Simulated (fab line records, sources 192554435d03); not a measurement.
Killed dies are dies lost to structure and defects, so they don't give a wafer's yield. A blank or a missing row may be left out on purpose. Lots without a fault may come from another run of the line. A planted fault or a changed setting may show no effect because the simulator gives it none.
Chamber matching | flow n5_finfet | N5_BEOL_M8_ILD_DEP_00 on pecvd-01: 3 sister chambers
The step deposits SiCOH lowk from DEMS/porogen, target thk 179.75 nm, time 33.4 s. 22 wafers are shown with their chamber, then 11 later ones without.

WAFERS WITH THEIR CHAMBER
wafer  | chamber | throttle_valve_pct (%) | heater_power_outer_w (W) | showerhead_plenum_p_Torr (Torr)
L075.1 | 1       | 13.8                   | 174                      | 5.713
L075.5 | 1       | 13.6                   | 181                      | 5.726
L075.6 | 2       | 12.7                   | 165                      | 5.714
L078.1 | 2       | 12.9                   | 176                      | 5.710
L078.2 | 1       | 13.4                   | 146                      | 5.732
L078.4 | 0       | 14.6                   | 139                      | 5.730
L079.2 | 2       | 13.2                   | 180                      | 5.706
L079.4 | 2       | 13.2                   | 124                      | 5.735
L079.5 | 0       | 14.5                   | 156                      | 5.714
L082.1 | 1       | 13.7                   | 161                      | 5.731
L082.4 | 0       | 14.3                   | 141                      | 5.728
L082.5 | 1       | 13.7                   | 160                      | 5.745
L084.2 | 0       | 14.2                   | 122                      | 5.701
L084.3 | 2       | 12.8                   | 150                      | 5.718
L084.4 | 1       | 13.8                   | 164                      | 5.731
L083.2 | 2       | 13.1                   | 169                      | 5.714
L083.5 | 0       | 14.3                   | 138                      | 5.731
L083.6 | 2       | 13.1                   | 175                      | 5.710
L091.2 | 0       | 14.4                   | 158                      | 5.715
L091.4 | 2       | 13.3                   | 142                      | 5.703
L091.6 | 0       | 14.6                   | 156                      | 5.726
L090.1 | 1       | 13.7                   | 165                      | 5.713

SIGNATURES (means of the wafers above)
reading                  | chamber 0 | chamber 1 | chamber 2 | scatter within a chamber
throttle_valve_pct       | 14.414    | 13.671    | 13.037    | 0.175
heater_power_outer_w     | 144.29    | 164.43    | 160.12    | 15.4
showerhead_plenum_p_Torr | 5.72071   | 5.72729   | 5.71375   | 0.0107
Rule: a wafer's distance from a chamber is the root of the sum, over the readings, of the square of ((its reading less the chamber's mean) divided by the reading's scatter). The wafer belongs to the nearest chamber; if the next one is less than 2 further off, it can't be placed. The scatter: the root of (the sum of the squares of (reading less its chamber's mean) over the shown wafers, divided by (wafers less chambers)).

WAFERS WITHOUT THEIR CHAMBER
wafer  | throttle_valve_pct (%) | heater_power_outer_w (W) | showerhead_plenum_p_Torr (Torr)
L090.2 | 13.3                   | 166                      | 5.717
L090.5 | 13.7                   | 174                      | 5.739
L092.2 | 13.2                   | 180                      | 5.719
L092.3 | 13.5                   | 169                      | 5.733
L092.6 | 13.2                   | 176                      | 5.715
L094.1 | 13.0                   | 174                      | 5.726
L094.4 | 13.7                   | 160                      | 5.704
L094.6 | 13.2                   | 182                      | 5.713
L096.1 | 13.6                   | 177                      | 5.707
L096.4 | 13.4                   | 176                      | 5.718
L096.5 | 13.8                   | 124                      | 5.732

WHICH CHAMBER EACH WENT THROUGH
wafer  | from the rows above     | in truth
L090.2 | can't be placed: 2 or 1 | 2
L090.5 | 1                       | 1
L092.2 | can't be placed: 2 or 1 | 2
L092.3 | 1                       | 1
L092.6 | can't be placed: 2 or 1 | 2
L094.1 | 2                       | 2
L094.4 | can't be placed: 1 or 2 | 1
L094.6 | can't be placed: 2 or 1 | 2
L096.1 | can't be placed: 1 or 2 | 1
L096.4 | can't be placed: 1 or 2 | 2
L096.5 | can't be placed: 1 or 0 | 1
Placed correctly: 3 of 11. Can't be placed from these rows: 8 (the true chamber is among the candidates in 8). Placed wrongly: 0.
